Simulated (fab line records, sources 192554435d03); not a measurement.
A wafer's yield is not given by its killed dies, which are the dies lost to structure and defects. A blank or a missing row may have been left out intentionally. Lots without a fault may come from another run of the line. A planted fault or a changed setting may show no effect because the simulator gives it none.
Matching of chambers    flow n5_finfet    N5_BEOL_M14_VIA_ETCH_16 on rie_diel-02 has 4 sister chambers
The step etches SiO2 in C4F8/O2/Ar, target depth 1231.3 nm. 14 wafers are shown with their chamber, then 7 later ones without.

WAFERS WITH THEIR CHAMBER
wafer   chamber  drypump_motor_current_A (A)  showerhead_plenum_p_Torr (Torr)  rf_vpp_V (V)
L074.2  0        5.9                          3.36                             2250
L074.3  2        6.8                          3.51                             2200
L074.6  0        5.9                          3.36                             2252
L077.2  2        6.7                          3.51                             2200
L077.4  0        5.9                          3.36                             2250
L077.6  3        5.4                          3.50                             2228
L083.1  2        6.8                          3.50                             2200
L083.3  3        5.4                          3.49                             2227
L083.6  3        5.4                          3.49                             2227
L087.3  2        6.8                          3.50                             2200
L087.5  1        5.8                          3.57                             2239
L087.6  0        5.9                          3.35                             2247
L088.2  3        5.4                          3.49                             2225
L088.3  2        6.8                          3.50                             2198

SIGNATURES, as means of the wafers listed above
reading                   chamber 0  chamber 1  chamber 2  chamber 3  scatter within a chamber
drypump_motor_current_A   5.900      5.800      6.780      5.400      0.0283
showerhead_plenum_p_Torr  3.3575     3.5700     3.5040     3.4925     0.0052
rf_vpp_V                  2249.75    2239.00    2199.60    2226.75    1.44
Rule: for each reading, subtract the chamber's mean from the wafer's reading, divide by that reading's scatter and square the result; add these up over the readings and take the root, which gives the wafer's distance from the chamber. If the next closest chamber is less than 2 further off than the closest, the wafer can't be placed; otherwise it belongs to the closest. How the scatter is found: for the shown wafers, subtract from each reading the mean of its chamber, square and add these, divide the total by (wafers less chambers), then take the root.

WAFERS WITHOUT THEIR CHAMBER
wafer   drypump_motor_current_A (A)  showerhead_plenum_p_Torr (Torr)  rf_vpp_V (V)
L088.6  5.8                          3.57                             2237
L089.1  5.9                          3.35                             2248
L089.4  5.8                          3.57                             2237
L089.6  6.7                          3.50                             2200
L093.1  6.8                          3.49                             2198
L093.3  5.9                          3.34                             2247
L093.5  5.8                          3.57                             2237

WHICH CHAMBER EACH ONE RAN IN
wafer   from the rows above  in truth
L088.6  1                    1
L089.1  0                    0
L089.4  1                    1
L089.6  2                    2
L093.1  2                    2
L093.3  0                    0
L093.5  1                    1
Correct placement for 7 of the 7. Not placeable from these rows: 0. 0 placed wrongly.
